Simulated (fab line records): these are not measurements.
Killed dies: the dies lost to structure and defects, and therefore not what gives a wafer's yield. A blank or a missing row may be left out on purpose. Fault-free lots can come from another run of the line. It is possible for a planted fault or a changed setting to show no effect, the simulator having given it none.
Chamber matching || flow nand_harc || NHARC_A_CONTACT_ETCH_92 on rie_diel-09 has 4 sister chambers
The step etches the open film in CH3F/O2, target depth 40 nm, time 85.7 s. 30 wafers are shown with their chamber, then 12 later ones without.

EACH WAFER AND ITS CHAMBER
{"wafer": "L076.1", "chamber": 1, "showerhead_plenum_p_Torr (Torr)": 2.33, "drypump_motor_current_A (A)": 6.3, "rf_vpp_V (V)": 242.0}
{"wafer": "L076.2", "chamber": 0, "showerhead_plenum_p_Torr (Torr)": 2.61, "drypump_motor_current_A (A)": 5.1, "rf_vpp_V (V)": 246.7}
{"wafer": "L076.3", "chamber": 3, "showerhead_plenum_p_Torr (Torr)": 2.43, "drypump_motor_current_A (A)": 5.7, "rf_vpp_V (V)": 243.8}
{"wafer": "L075.3", "chamber": 2, "showerhead_plenum_p_Torr (Torr)": 2.66, "drypump_motor_current_A (A)": 6.0, "rf_vpp_V (V)": 246.9}
{"wafer": "L075.5", "chamber": 0, "showerhead_plenum_p_Torr (Torr)": 2.61, "drypump_motor_current_A (A)": 5.2, "rf_vpp_V (V)": 247.1}
{"wafer": "L075.6", "chamber": 3, "showerhead_plenum_p_Torr (Torr)": 2.43, "drypump_motor_current_A (A)": 5.7, "rf_vpp_V (V)": 243.9}
{"wafer": "L074.1", "chamber": 2, "showerhead_plenum_p_Torr (Torr)": 2.66, "drypump_motor_current_A (A)": 6.0, "rf_vpp_V (V)": 247.4}
{"wafer": "L074.2", "chamber": 3, "showerhead_plenum_p_Torr (Torr)": 2.43, "drypump_motor_current_A (A)": 5.7, "rf_vpp_V (V)": 244.0}
{"wafer": "L074.5", "chamber": 1, "showerhead_plenum_p_Torr (Torr)": 2.33, "drypump_motor_current_A (A)": 6.4, "rf_vpp_V (V)": 242.9}
{"wafer": "L077.2", "chamber": 1, "showerhead_plenum_p_Torr (Torr)": 2.33, "drypump_motor_current_A (A)": 6.3, "rf_vpp_V (V)": 241.0}
{"wafer": "L077.3", "chamber": 0, "showerhead_plenum_p_Torr (Torr)": 2.60, "drypump_motor_current_A (A)": 5.2, "rf_vpp_V (V)": 245.1}
{"wafer": "L077.6", "chamber": 3, "showerhead_plenum_p_Torr (Torr)": 2.42, "drypump_motor_current_A (A)": 5.7, "rf_vpp_V (V)": 243.3}
{"wafer": "L082.1", "chamber": 3, "showerhead_plenum_p_Torr (Torr)": 2.42, "drypump_motor_current_A (A)": 5.7, "rf_vpp_V (V)": 244.8}
{"wafer": "L082.5", "chamber": 2, "showerhead_plenum_p_Torr (Torr)": 2.66, "drypump_motor_current_A (A)": 6.0, "rf_vpp_V (V)": 247.5}
{"wafer": "L082.6", "chamber": 3, "showerhead_plenum_p_Torr (Torr)": 2.42, "drypump_motor_current_A (A)": 5.7, "rf_vpp_V (V)": 243.1}
{"wafer": "L080.3", "chamber": 3, "showerhead_plenum_p_Torr (Torr)": 2.42, "drypump_motor_current_A (A)": 5.7, "rf_vpp_V (V)": 243.6}
{"wafer": "L080.5", "chamber": 2, "showerhead_plenum_p_Torr (Torr)": 2.66, "drypump_motor_current_A (A)": 6.0, "rf_vpp_V (V)": 247.6}
{"wafer": "L080.6", "chamber": 3, "showerhead_plenum_p_Torr (Torr)": 2.42, "drypump_motor_current_A (A)": 5.7, "rf_vpp_V (V)": 244.5}
{"wafer": "L081.1", "chamber": 2, "showerhead_plenum_p_Torr (Torr)": 2.65, "drypump_motor_current_A (A)": 6.0, "rf_vpp_V (V)": 247.4}
{"wafer": "L081.3", "chamber": 1, "showerhead_plenum_p_Torr (Torr)": 2.32, "drypump_motor_current_A (A)": 6.3, "rf_vpp_V (V)": 241.9}
{"wafer": "L081.4", "chamber": 0, "showerhead_plenum_p_Torr (Torr)": 2.60, "drypump_motor_current_A (A)": 5.2, "rf_vpp_V (V)": 245.7}
{"wafer": "L083.1", "chamber": 3, "showerhead_plenum_p_Torr (Torr)": 2.42, "drypump_motor_current_A (A)": 5.7, "rf_vpp_V (V)": 243.6}
{"wafer": "L083.5", "chamber": 3, "showerhead_plenum_p_Torr (Torr)": 2.42, "drypump_motor_current_A (A)": 5.7, "rf_vpp_V (V)": 244.1}
{"wafer": "L083.6", "chamber": 2, "showerhead_plenum_p_Torr (Torr)": 2.65, "drypump_motor_current_A (A)": 6.0, "rf_vpp_V (V)": 246.0}
{"wafer": "L090.1", "chamber": 2, "showerhead_plenum_p_Torr (Torr)": 2.65, "drypump_motor_current_A (A)": 6.0, "rf_vpp_V (V)": 247.9}
{"wafer": "L090.2", "chamber": 3, "showerhead_plenum_p_Torr (Torr)": 2.42, "drypump_motor_current_A (A)": 5.7, "rf_vpp_V (V)": 245.2}
{"wafer": "L090.3", "chamber": 0, "showerhead_plenum_p_Torr (Torr)": 2.60, "drypump_motor_current_A (A)": 5.2, "rf_vpp_V (V)": 247.1}
{"wafer": "L087.1", "chamber": 2, "showerhead_plenum_p_Torr (Torr)": 2.65, "drypump_motor_current_A (A)": 6.0, "rf_vpp_V (V)": 246.2}
{"wafer": "L087.2", "chamber": 1, "showerhead_plenum_p_Torr (Torr)": 2.32, "drypump_motor_current_A (A)": 6.3, "rf_vpp_V (V)": 242.4}
{"wafer": "L087.3", "chamber": 3, "showerhead_plenum_p_Torr (Torr)": 2.42, "drypump_motor_current_A (A)": 5.7, "rf_vpp_V (V)": 243.4}

SIGNATURES (averages over the wafers above)
{"reading": "showerhead_plenum_p_Torr", "chamber 0": 2.6040, "chamber 1": 2.3260, "chamber 2": 2.6550, "chamber 3": 2.4225, "scatter within a chamber": 0.00506}
{"reading": "drypump_motor_current_A", "chamber 0": 5.180, "chamber 1": 6.320, "chamber 2": 6.000, "chamber 3": 5.700, "scatter within a chamber": 0.0248}
{"reading": "rf_vpp_V", "chamber 0": 246.340, "chamber 1": 242.040, "chamber 2": 247.113, "chamber 3": 243.942, "scatter within a chamber": 0.702}
Rule: a wafer lies at a distance from a chamber equal to the root of the sum of squares, over the readings, of (its reading less the chamber's mean, divided by the reading's scatter). The wafer belongs to the nearest chamber; if the next one is less than 2 further off, it can't be placed. How the scatter is found: for the shown wafers, subtract from each reading the mean of its chamber, square and add these, divide the total by (wafers less chambers), then take the root.

WAFERS MISSING THEIR CHAMBER
{"wafer": "L091.1", "showerhead_plenum_p_Torr (Torr)": 2.42, "drypump_motor_current_A (A)": 5.7, "rf_vpp_V (V)": 245.7}
{"wafer": "L091.5", "showerhead_plenum_p_Torr (Torr)": 2.65, "drypump_motor_current_A (A)": 6.0, "rf_vpp_V (V)": 248.1}
{"wafer": "L091.6", "showerhead_plenum_p_Torr (Torr)": 2.32, "drypump_motor_current_A (A)": 6.3, "rf_vpp_V (V)": 242.5}
{"wafer": "L092.1", "showerhead_plenum_p_Torr (Torr)": 2.65, "drypump_motor_current_A (A)": 6.0, "rf_vpp_V (V)": 246.7}
{"wafer": "L092.2", "showerhead_plenum_p_Torr (Torr)": 2.32, "drypump_motor_current_A (A)": 6.3, "rf_vpp_V (V)": 243.5}
{"wafer": "L092.5", "showerhead_plenum_p_Torr (Torr)": 2.65, "drypump_motor_current_A (A)": 6.0, "rf_vpp_V (V)": 246.9}
{"wafer": "L095.1", "showerhead_plenum_p_Torr (Torr)": 2.65, "drypump_motor_current_A (A)": 6.0, "rf_vpp_V (V)": 246.9}
{"wafer": "L095.3", "showerhead_plenum_p_Torr (Torr)": 2.59, "drypump_motor_current_A (A)": 5.2, "rf_vpp_V (V)": 246.7}
{"wafer": "L095.4", "showerhead_plenum_p_Torr (Torr)": 2.31, "drypump_motor_current_A (A)": 6.3, "rf_vpp_V (V)": 241.8}
{"wafer": "L093.2", "showerhead_plenum_p_Torr (Torr)": 2.31, "drypump_motor_current_A (A)": 6.3, "rf_vpp_V (V)": 242.2}
{"wafer": "L093.4", "showerhead_plenum_p_Torr (Torr)": 2.41, "drypump_motor_current_A (A)": 5.7, "rf_vpp_V (V)": 243.0}
{"wafer": "L093.6", "showerhead_plenum_p_Torr (Torr)": 2.59, "drypump_motor_current_A (A)": 5.2, "rf_vpp_V (V)": 247.8}

WHICH CHAMBER EACH ONE RAN IN
{"wafer": "L091.1", "from the rows above": 3, "in truth": 3}
{"wafer": "L091.5", "from the rows above": 2, "in truth": 2}
{"wafer": "L091.6", "from the rows above": 1, "in truth": 1}
{"wafer": "L092.1", "from the rows above": 2, "in truth": 2}
{"wafer": "L092.2", "from the rows above": 1, "in truth": 1}
{"wafer": "L092.5", "from the rows above": 2, "in truth": 2}
{"wafer": "L095.1", "from the rows above": 2, "in truth": 2}
{"wafer": "L095.3", "from the rows above": 0, "in truth": 0}
{"wafer": "L095.4", "from the rows above": 1, "in truth": 1}
{"wafer": "L093.2", "from the rows above": 1, "in truth": 1}
{"wafer": "L093.4", "from the rows above": 3, "in truth": 3}
{"wafer": "L093.6", "from the rows above": 0, "in truth": 0}
Placed correctly: 12 of 12. Left unplaced by these rows: 0. Number placed wrongly: 0.
